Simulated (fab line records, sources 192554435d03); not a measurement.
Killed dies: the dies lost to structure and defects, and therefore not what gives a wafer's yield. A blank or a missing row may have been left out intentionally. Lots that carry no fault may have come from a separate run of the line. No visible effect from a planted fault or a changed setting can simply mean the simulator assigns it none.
A struck lot beside a sound one    flow n5_finfet    36 steps out of a route of 1938
Sound: wafers L474.3, L474.4, L474.6. Struck: wafers L470.2, L470.4, L470.5. The cause comes at the end.
Order at every step that has rows: each side's tool, ch and its chambers, its first start. Under that, the readings that differ: sound wafers    struck wafers    difference of the means    sigmas: that difference in standard deviations of wafers without a fault.
alike: words and numbers the same on both sides, and readings whose means are apart by under 2 such deviations; not compared: readings that were withheld, readings missing a value for some wafer, numbers with overlapping values and no deviation given by the record, and bounds like >300 which may hide the same value.
The two part at a step that has a row with sigmas, a row that says differs or no value, or rows on one side only. Numbers that don't overlap but have no deviation are shown without sigmas and don't part them. A reading that every wafer of one side lacks parts them only if that side has two wafers or more.

first, 9 steps without rows for these wafers: N5_BEOL_M3_DEVELOP_10 (develop time 30 s); N5_BEOL_M3_DESCUM_16 (chemistry O2, time 7 s); N5_BEOL_M3_ETCH_74 (etches underlayer in N2/H2, target depth 6.5 nm, time 5.2 s); N5_BEOL_M3_ETCH_63 (etches SiARC in CF4, target depth 15.6 nm, time 26 s); N5_BEOL_M3_ETCH_64 (etches SOC in N2/H2, target depth 75 nm, overetch 15 nm, time 112.5 s); N5_BEOL_M3_STRIP_65 (strips in N2/H2); N5_BEOL_M3_STRIP_75 (strips in N2/H2); N5_BEOL_M3_STRIP_66 (strips in CF4); N5_BEOL_M3_HM_OPEN_17 (chemistry Cl2/BCl3, target TiN, target depth 20 nm, overetch 6 nm).
N5_BEOL_M3_STRIP_19: strips in O2.
  sound on rie_diel-03 ch 1,2,3, day 11 09:05; struck on rie_diel-06 ch 0,1,3, day 9 13:47
  no value came back on the struck wafers for any of 7 readings (bias_power_w (W), chamber_pressure_mTorr (mTorr) and others); on the sound wafers bias_power_w (W) reads 0 0 0
reading                                   sound  struck      difference  sigmas
model.SOC_of_BEOL_M3_COAT_61.thk_nm (nm)  0 0 0  52 51.6 52  +52         
  not compared: rf_hours_counter_h
then, 14 steps without rows for these wafers: N5_BEOL_M3_COAT_67 (time 60 s, resist thk 60 nm); N5_BEOL_M3_COAT_68 (time 60 s, resist thk 12 nm); N5_BEOL_M3_COAT_76 (time 60 s, resist thk 5 nm); N5_BEOL_M3_COAT_22 (resist thk 30 nm); N5_BEOL_M3_EBR_24; N5_BEOL_M3_SOFTBAKE_23 (time 60 s); N5_BEOL_M3_EXPOSE_25 (exposes mask V2, defocus 5 nm); N5_BEOL_M3_PEB_26 (peb time 60 s); N5_BEOL_M3_DEVELOP_27 (develop time 30 s); N5_BEOL_M3_DESCUM_33 (chemistry O2, time 7 s); N5_BEOL_M3_ETCH_77 (etches underlayer in N2/H2, target depth 6.5 nm, time 5.2 s); N5_BEOL_M3_ETCH_69 (etches SiARC in CF4, target depth 15.6 nm, time 26 s); N5_BEOL_M3_ALD_98 (deposits SiO2, target thk 2.5 nm, pulse time 1 s, co reactant pulse time 1 s); N5_BEOL_M3_ETCHBACK_99 (etches SiO2 in CHF3, target depth 5 nm, time 10.4 s).
N5_BEOL_M3_ETCH_70: etches SOC in N2/H2, target depth 80 nm, overetch 16 nm, time 120 s.
  sound on rie_diel-06 ch 0,1, day 11 22:41; struck on rie_diel-06 ch 1,2,3, day 9 22:58
reading                   sound              struck             difference  sigmas
oes_product_au (a.u.)     0.56 0.59 0.56     0.76 0.73 0.79     +0.19       +4
model.etch.depth_nm (nm)  60.06 59.94 59.97  94.29 93.16 97.03  +34.84      
  alike: drypump_motor_current_A, n2_flow_sccm, rf_vpp_V, showerhead_plenum_p_Torr, throttle_valve_pct
  not compared: rf_hours_counter_h
then, 6 steps without rows for these wafers: N5_BEOL_M3_STRIP_71 (strips in N2/H2); N5_BEOL_M3_STRIP_78 (strips in N2/H2); N5_BEOL_M3_VIA_ETCH_34 (etches the open film in C4F6/O2, target depth 69.4 nm, time 65.9 s); N5_BEOL_M3_STRIP_83 (strips in C4F6/O2); N5_BEOL_M3_STRIP_36 (strips in N2/H2); N5_BEOL_M3_TRENCH_ETCH_37 (etches SiOC in C4F6/O2, target depth 55.555 nm, time 29.2 s).
N5_BEOL_M3_ETCH_41: etches SiCN in CH3F/O2, target depth 29.9 nm, time 52.5 s.
  sound: rie_diel-06 ch 0,1; struck: rie_diel-06 ch 1,2,3
reading                                   sound  struck        difference  sigmas
model.SOC_of_BEOL_M3_COAT_61.thk_nm (nm)  0 0 0  35.8 35 34.8  +35.2       
  alike: CH3F_flow_sccm, drypump_motor_current_A, oes_product_au, rf_vpp_V, showerhead_plenum_p_Torr, throttle_valve_pct
  not compared: rf_hours_counter_h
then, 2 steps without rows for these wafers: N5_BEOL_M3_STRIP_97 (strips in N2/H2, time 10 s); N5_BEOL_M3_HM_STRIP_39 (strips TiN in peroxide tin strip, target depth 25 nm, time 158 s).
N5_BEOL_M4_RC_MEAS_101:
  the record has rows for the sound wafers here (prober-01 ch 0, day 12 16:32) and none for the struck ones
-- a jump in the record: the struck wafers' starts before and after are 5 days apart (it breaks off in module BEOL_M4 and resumes in module PASSIVATION, where the first step shown is number 1936 of the route) --
N5_PASSIVATION_PROBE_49:
  the record has rows for the struck wafers here (prober-01, day 15 09:08) and none for the sound ones

## WHERE THEY PART
First at N5_BEOL_M3_STRIP_19; last, within this record, at N5_PASSIVATION_PROBE_49.

WHY: the cause the simulator had injected
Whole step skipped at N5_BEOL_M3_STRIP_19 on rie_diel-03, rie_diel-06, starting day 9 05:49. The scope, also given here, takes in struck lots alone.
